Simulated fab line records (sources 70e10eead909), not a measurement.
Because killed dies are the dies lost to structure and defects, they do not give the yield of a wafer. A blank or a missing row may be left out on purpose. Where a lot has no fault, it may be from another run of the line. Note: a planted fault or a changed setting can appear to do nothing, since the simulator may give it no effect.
Which tool was responsible? || flow nand harc || 42 wafers from 14 lots sampled at 4 of the route's 1159 steps

WHAT EACH GAUGE READ, for each wafer
NHARC_END_SORT_01. Usual: killed at array 29, standard deviation 11; killed at other 0.5, standard deviation 0.8; killed at periphery 3.5, standard deviation 2.8; killed dies 33, standard deviation 12; killed open 3.1, standard deviation 1.8; killed short 1.8, standard deviation 1.4.
{"lot": "L782", "measured": "day 24 06:12", "on": "prober-02", "killed at array": "135 122 121", "killed at other": "0 0 0", "killed at periphery": "7 5 3", "killed dies": "142 127 124", "killed open": "3 1 3", "killed short": "2 1 1", "flag": "OFF"}
{"lot": "L785", "measured": "day 25 03:05", "on": "prober-01", "killed at array": "95 126 103", "killed at other": "0 0 1", "killed at periphery": "1 1 4", "killed dies": "96 127 108", "killed open": "2 1 1", "killed short": "2 2 5", "flag": "OFF"}

WHAT TOOL EACH LOT RAN ON (gives the tool, then ch and the chambers of the sampled wafers, and finally the start)
{"lot": "L764", "NHARC_A_CONTACT_ETCH_139": "har cap etch-01 ch 0,1, day 17 12:44", "NHARC_A_BONDPAD_PRE_CLEAN_26": "pvd sputter-01, day 19 07:04 or earlier", "NHARC_THIN_TSV_DESCUM_14": "rie diel-02 ch 0,2,3, day 19 07:04"}
{"lot": "L766", "NHARC_A_CONTACT_ETCH_139": "har cap etch-03 ch 0,1, day 17 13:01", "NHARC_A_BONDPAD_PRE_CLEAN_26": "pvd sputter-02, day 18 23:05 or earlier", "NHARC_THIN_TSV_DESCUM_14": "rie diel-11 ch 0,1, day 18 23:05"}
{"lot": "L763", "NHARC_A_CONTACT_ETCH_139": "har cap etch-02 ch 0,1, day 17 21:01", "NHARC_A_BONDPAD_PRE_CLEAN_26": "pvd sputter-03, day 19 08:16 or earlier", "NHARC_THIN_TSV_DESCUM_14": "rie diel-11 ch 0,1,3, day 19 08:16"}
{"lot": "L770", "NHARC_A_CONTACT_ETCH_139": "har cap etch-01 ch 0,1, day 18 12:20", "NHARC_A_BONDPAD_PRE_CLEAN_26": "pvd sputter-03, day 20 01:37 or earlier", "NHARC_THIN_TSV_DESCUM_14": "rie diel-02 ch 0,1,3, day 20 01:37"}
{"lot": "L769", "NHARC_A_CONTACT_ETCH_139": "har cap etch-03 ch 0,1, day 18 13:37", "NHARC_A_BONDPAD_PRE_CLEAN_26": "pvd sputter-03, day 20 02:41 or earlier", "NHARC_THIN_TSV_DESCUM_14": "rie diel-02 ch 2,3, day 20 02:41"}
{"lot": "L772", "NHARC_A_CONTACT_ETCH_139": "har cap etch-03 ch 0,1, day 19 16:19", "NHARC_A_BONDPAD_PRE_CLEAN_26": "pvd sputter-02, day 21 02:58 or earlier", "NHARC_THIN_TSV_DESCUM_14": "rie diel-13 ch 0,3, day 21 02:58"}
{"lot": "L771", "NHARC_A_CONTACT_ETCH_139": "har cap etch-01 ch 0,1, day 19 20:21", "NHARC_A_BONDPAD_PRE_CLEAN_26": "pvd sputter-02, day 21 07:25 or earlier", "NHARC_THIN_TSV_DESCUM_14": "rie diel-02 ch 1,2,3, day 21 07:25"}
{"lot": "L775", "NHARC_A_CONTACT_ETCH_139": "har cap etch-01 ch 0,1, day 20 06:04", "NHARC_A_BONDPAD_PRE_CLEAN_26": "pvd sputter-02, day 21 18:26 or earlier", "NHARC_THIN_TSV_DESCUM_14": "rie diel-13 ch 0,1,2, day 21 18:26"}
{"lot": "L776", "NHARC_A_CONTACT_ETCH_139": "har cap etch-01 ch 0,1, day 20 10:10", "NHARC_A_BONDPAD_PRE_CLEAN_26": "pvd sputter-01, day 22 03:07 or earlier", "NHARC_THIN_TSV_DESCUM_14": "rie diel-11 ch 0,2, day 22 03:07"}
{"lot": "L781", "NHARC_A_CONTACT_ETCH_139": "har cap etch-02 ch 0,1, day 21 12:55", "NHARC_A_BONDPAD_PRE_CLEAN_26": "pvd sputter-03, day 23 02:09 or earlier", "NHARC_THIN_TSV_DESCUM_14": "rie diel-02 ch 1,2,3, day 23 02:09"}
{"lot": "L780", "NHARC_A_CONTACT_ETCH_139": "har cap etch-03 ch 0,1, day 21 13:11", "NHARC_A_BONDPAD_PRE_CLEAN_26": "pvd sputter-01, day 23 03:20 or earlier", "NHARC_THIN_TSV_DESCUM_14": "rie diel-02 ch 0,3, day 23 03:20"}
{"lot": "L782", "NHARC_A_CONTACT_ETCH_139": "har cap etch-02 ch 0, day 21 21:07", "NHARC_A_BONDPAD_PRE_CLEAN_26": "pvd sputter-02, day 23 08:19 or earlier", "NHARC_THIN_TSV_DESCUM_14": "rie diel-02 ch 0,3, day 23 08:19"}
{"lot": "L785", "NHARC_A_CONTACT_ETCH_139": "har cap etch-02 ch 0,1, day 22 13:20", "NHARC_A_BONDPAD_PRE_CLEAN_26": "pvd sputter-01, day 24 10:31 or earlier", "NHARC_THIN_TSV_DESCUM_14": "rie diel-13 ch 0,3, day 24 10:31"}
{"lot": "L786", "NHARC_A_CONTACT_ETCH_139": "har cap etch-03 ch 0,1, day 23 00:11", "NHARC_A_BONDPAD_PRE_CLEAN_26": "pvd sputter-02, day 24 14:18 or earlier", "NHARC_THIN_TSV_DESCUM_14": "rie diel-02 ch 0,2,3, day 24 14:18"}
- NHARC_A_CONTACT_ETCH_139: etches the open film in C4F8/O2/Ar, time 137 s, target depth 590 nm.
- NHARC_A_BONDPAD_PRE_CLEAN_26: time 30 s.
- NHARC_THIN_TSV_DESCUM_14: chemistry O2, time 3 s.

AS READ BY THE TOOLS THEMSELVES (means over the sampled wafers that have a number; for cases with no such wafer, the mark the record gives instead)
NHARC_A_BONDPAD_PRE_CLEAN_26. Usual: heater power w reads 403 W (standard deviation 40).
{"lot": "L764", "tool": "pvd sputter-01", "heater power w (W)": 422, "flag": ""}
{"lot": "L766", "tool": "pvd sputter-02", "heater power w (W)": 441, "flag": ""}
{"lot": "L763", "tool": "pvd sputter-03", "heater power w (W)": 392, "flag": ""}
{"lot": "L770", "tool": "pvd sputter-03", "heater power w (W)": 374, "flag": ""}
{"lot": "L769", "tool": "pvd sputter-03", "heater power w (W)": 357, "flag": ""}
{"lot": "L772", "tool": "pvd sputter-02", "heater power w (W)": 444, "flag": ""}
{"lot": "L771", "tool": "pvd sputter-02", "heater power w (W)": 420, "flag": ""}
{"lot": "L775", "tool": "pvd sputter-02", "heater power w (W)": 435, "flag": ""}
{"lot": "L776", "tool": "pvd sputter-01", "heater power w (W)": 394, "flag": ""}
{"lot": "L781", "tool": "pvd sputter-03", "heater power w (W)": 394, "flag": ""}
{"lot": "L780", "tool": "pvd sputter-01", "heater power w (W)": 442, "flag": ""}
{"lot": "L782", "tool": "pvd sputter-02", "heater power w (W)": 389, "flag": ""}
{"lot": "L785", "tool": "pvd sputter-01", "heater power w (W)": 415, "flag": ""}
{"lot": "L786", "tool": "pvd sputter-02", "heater power w (W)": 438, "flag": ""}

NHARC_THIN_TSV_DESCUM_14. Usual: drypump motor current A 5.8 A, standard deviation 0.51; oes product au 1.000 a.u., standard deviation 0.0084; rf vpp V 57.7 V, standard deviation 0.85; showerhead plenum p Torr 1.92 Torr, standard deviation 0.064; throttle valve pct 11.311 %, standard deviation 0.009.
{"lot": "L764", "tool": "rie diel-02", "drypump motor current A (A)": 6.0, "oes product au (a.u.)": 0.998, "rf vpp V (V)": 58.1, "showerhead plenum p Torr (Torr)": 1.88, "throttle valve pct (%)": 11.318, "flag": ""}
{"lot": "L766", "tool": "rie diel-11", "drypump motor current A (A)": 6.1, "oes product au (a.u.)": 0.986, "rf vpp V (V)": 58.0, "showerhead plenum p Torr (Torr)": 1.94, "throttle valve pct (%)": 11.307, "flag": ""}
{"lot": "L763", "tool": "rie diel-11", "drypump motor current A (A)": 6.0, "oes product au (a.u.)": 0.990, "rf vpp V (V)": 57.7, "showerhead plenum p Torr (Torr)": 1.96, "throttle valve pct (%)": 11.306, "flag": ""}
{"lot": "L770", "tool": "rie diel-02", "drypump motor current A (A)": 6.1, "oes product au (a.u.)": 1.008, "rf vpp V (V)": 57.0, "showerhead plenum p Torr (Torr)": 1.83, "throttle valve pct (%)": 11.312, "flag": ""}
{"lot": "L769", "tool": "rie diel-02", "drypump motor current A (A)": 6.2, "oes product au (a.u.)": 1.015, "rf vpp V (V)": 58.3, "showerhead plenum p Torr (Torr)": 1.89, "throttle valve pct (%)": 11.311, "flag": ""}
{"lot": "L772", "tool": "rie diel-13", "drypump motor current A (A)": 5.1, "oes product au (a.u.)": 0.999, "rf vpp V (V)": 57.1, "showerhead plenum p Torr (Torr)": 1.97, "throttle valve pct (%)": 11.309, "flag": ""}
{"lot": "L771", "tool": "rie diel-02", "drypump motor current A (A)": 6.0, "oes product au (a.u.)": 1.008, "rf vpp V (V)": 57.4, "showerhead plenum p Torr (Torr)": 1.89, "throttle valve pct (%)": 11.315, "flag": ""}
{"lot": "L775", "tool": "rie diel-13", "drypump motor current A (A)": 5.7, "oes product au (a.u.)": 0.999, "rf vpp V (V)": 57.9, "showerhead plenum p Torr (Torr)": 1.92, "throttle valve pct (%)": 11.310, "flag": ""}
{"lot": "L776", "tool": "rie diel-11", "drypump motor current A (A)": 6.2, "oes product au (a.u.)": 1.001, "rf vpp V (V)": 57.6, "showerhead plenum p Torr (Torr)": 1.95, "throttle valve pct (%)": 11.307, "flag": ""}
{"lot": "L781", "tool": "rie diel-02", "drypump motor current A (A)": 6.0, "oes product au (a.u.)": 1.008, "rf vpp V (V)": 57.7, "showerhead plenum p Torr (Torr)": 1.89, "throttle valve pct (%)": 11.311, "flag": ""}
{"lot": "L780", "tool": "rie diel-02", "drypump motor current A (A)": 6.3, "oes product au (a.u.)": 1.000, "rf vpp V (V)": 57.5, "showerhead plenum p Torr (Torr)": 1.83, "throttle valve pct (%)": 11.316, "flag": ""}
{"lot": "L782", "tool": "rie diel-02", "drypump motor current A (A)": 6.0, "oes product au (a.u.)": 1.000, "rf vpp V (V)": 56.8, "showerhead plenum p Torr (Torr)": 1.82, "throttle valve pct (%)": 11.308, "flag": ""}
{"lot": "L785", "tool": "rie diel-13", "drypump motor current A (A)": 5.1, "oes product au (a.u.)": 0.991, "rf vpp V (V)": 57.7, "showerhead plenum p Torr (Torr)": 1.96, "throttle valve pct (%)": 11.308, "flag": ""}
{"lot": "L786", "tool": "rie diel-02", "drypump motor current A (A)": 6.0, "oes product au (a.u.)": 1.004, "rf vpp V (V)": 57.8, "showerhead plenum p Torr (Torr)": 1.88, "throttle valve pct (%)": 11.312, "flag": ""}

THE ANSWER, worked out from the rows above alone
Rule: a lot is off if the mean of its wafers that have a number lies more than 3 standard deviations from the usual mean. Also off: a lot with no number at a reading for which 4 or more lots have one. All remaining lots with rows at the step are treated as sound. Order of review: gauges by route order, followed by the tools' own readings, for which a lot's mean as printed above is used. At the first step where some lot is off, the reading lying furthest off is the one used; lots without a number count as furthest.
Off at NHARC_END_SORT_01 (killed at array): L782, L785. Neither off nor sound, because the step has no rows for them: L764, L766, L763, L770, L769, L772, L771, L775, L776, L781, L780, L786.
A tool fits if, at a process step before that reading, it ran every lot that is off, and no sound lot after the first of them. Gauges at NHARC_END_SORT_01: tried the same way as those tools. NHARC_A_BONDPAD_PRE_CLEAN_26: start missing for some lots; hours and lot order therefore follow NHARC_THIN_TSV_DESCUM_14. One fits: har cap etch-02 at NHARC_A_CONTACT_ETCH_139. It ran no sound lot before its first lot that is off in this sample, so the start can't be narrowed down.

WHAT HAD BEEN PUT IN BY THE SIMULATOR
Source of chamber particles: har cap etch-02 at NHARC_A_CONTACT_ETCH_139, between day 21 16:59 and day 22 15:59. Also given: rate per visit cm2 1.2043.
Shown lots that were struck: L782, L785. This agrees with what the rule above found.
